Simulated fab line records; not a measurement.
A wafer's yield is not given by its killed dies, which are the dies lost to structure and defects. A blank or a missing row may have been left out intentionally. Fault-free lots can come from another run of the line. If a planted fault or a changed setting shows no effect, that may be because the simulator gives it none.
A struck lot beside a sound one | flow n5-finfet | 14 steps out of a route of 1938
Sound: these wafers, L460.2, L460.3, L460.5. Wafers struck: L459.3, L459.4, L459.5. The cause comes at the end.
Per side, at each step with rows, come the tool, then ch with its chambers, and then its first start. Under that, the readings that differ: sound wafers | struck wafers | difference of the means | sigmas: that difference in standard deviations of wafers without a fault.
alike: readings with means less than 2 such deviations apart, plus words and numbers identical on both sides. not compared: withheld readings, readings lacking a value on some wafer, bounds such as >300 that could conceal the same value, and numbers that have no deviation in the record and whose values overlap.
A row with sigmas, a row that says differs or no value, or rows on one side alone: a step with any of these is where the two part. When numbers do not overlap yet have no deviation, they are printed without sigmas and do not part them. A reading missing from all wafers of one side parts the sides only when that side holds two or more wafers.

N5_BEOL_M11_CMP_52: polishes, stops on SiCOH lowk, t overpolish 7 s, target thk 140 nm.
  sound on cmp-02 ch 1,2, day 14 03:36; struck on cmp-04 ch 0,1,3, day 14 04:37
  reading                      | sound          | struck         | difference | sigmas
  barrier-field-endpoint-s (s) | 28.2 28.1 28.3 | 29.7 30.0 30.3 | +1.8       | +2
  alike: edge-zone-pressure-frac, motor-current-A, overpolish-run-s, time-to-endpoint-s
N5_BEOL_M11_THK_MEAS_53: measures by xrf.
  sound: film-metro-02 at day 14 03:53; struck: film-metro-02 at day 14 04:52
  alike: M11_THK
then, 1 step without rows for these wafers: N5_BEOL_M11_PRE_CLEAN_55 (time 15 s).
N5_BEOL_M11_DEP_56: deposits SiCN from 3MS/NH3, target thk 30 nm, time 10.5 s.
  sound on pecvd-01 ch 0,2, day 14 03:57; struck on pecvd-02 ch 1,2, day 14 04:56
  alike: rf-fwd-power-W, showerhead-plenum-p-Torr, throttle-valve-pct
N5_BEOL_M11_RS_MEAS_57: measurement is done with a four-point probe.
  sound: film-metro-01 at day 14 04:01; struck: film-metro-02 at day 14 04:59
  alike: M11_RS
N5_BEOL_M11_INSPECT_58: inspects for defects (darkfield).
  sound: defect-inspect-02 at day 14 04:02; struck: defect-inspect-01 at day 14 05:01
  alike: raw-defect-count
N5_BEOL_M12_ILD_DEP_00: deposits SiOC from DEMS/O2, target thk 658.92 nm, time 130.7 s.
  sound on pecvd-02 ch 0,1,2, day 14 04:05; struck on pecvd-04 ch 1,2, day 14 05:03
  alike: heater-power-w, rf-fwd-power-W, showerhead-plenum-p-Torr, throttle-valve-pct
N5_BEOL_M12_THK_MEAS_01:
  sound: film-metro-01 at day 14 04:13; struck: film-metro-01 at day 14 05:11
  alike: M12_ILD_THK
then, 4 steps without rows for these wafers: N5_BEOL_M12_COAT_58 (time 60 s, resist thk 89 nm); N5_BEOL_M12_COAT_04 (resist thk 400 nm); N5_BEOL_M12_EBR_06; N5_BEOL_M12_SOFTBAKE_05 (time 60 s).
N5_BEOL_M12_EXPOSE_07: exposes mask V11.
  struck on krf-scanner-01, day 14 05:20; sound on krf-scanner-01 ch 0, day 14 04:28
  no value came back on the struck wafers for exposure-dose-mJ-cm2, focus-offset-nm (nm), reticle-temp-C (C), sigma-outer; on the sound wafers exposure-dose-mJ-cm2 reads 32.47 32.50 32.51
  alike: mask
then, 1 step without rows for these wafers: N5_BEOL_M12_PEB_08 (peb time 90 s).

== WHERE THEY PART ==
At N5_BEOL_M11_CMP_52 first; at N5_BEOL_M12_EXPOSE_07 last (within this record only).

WHY: the cause the simulator had injected
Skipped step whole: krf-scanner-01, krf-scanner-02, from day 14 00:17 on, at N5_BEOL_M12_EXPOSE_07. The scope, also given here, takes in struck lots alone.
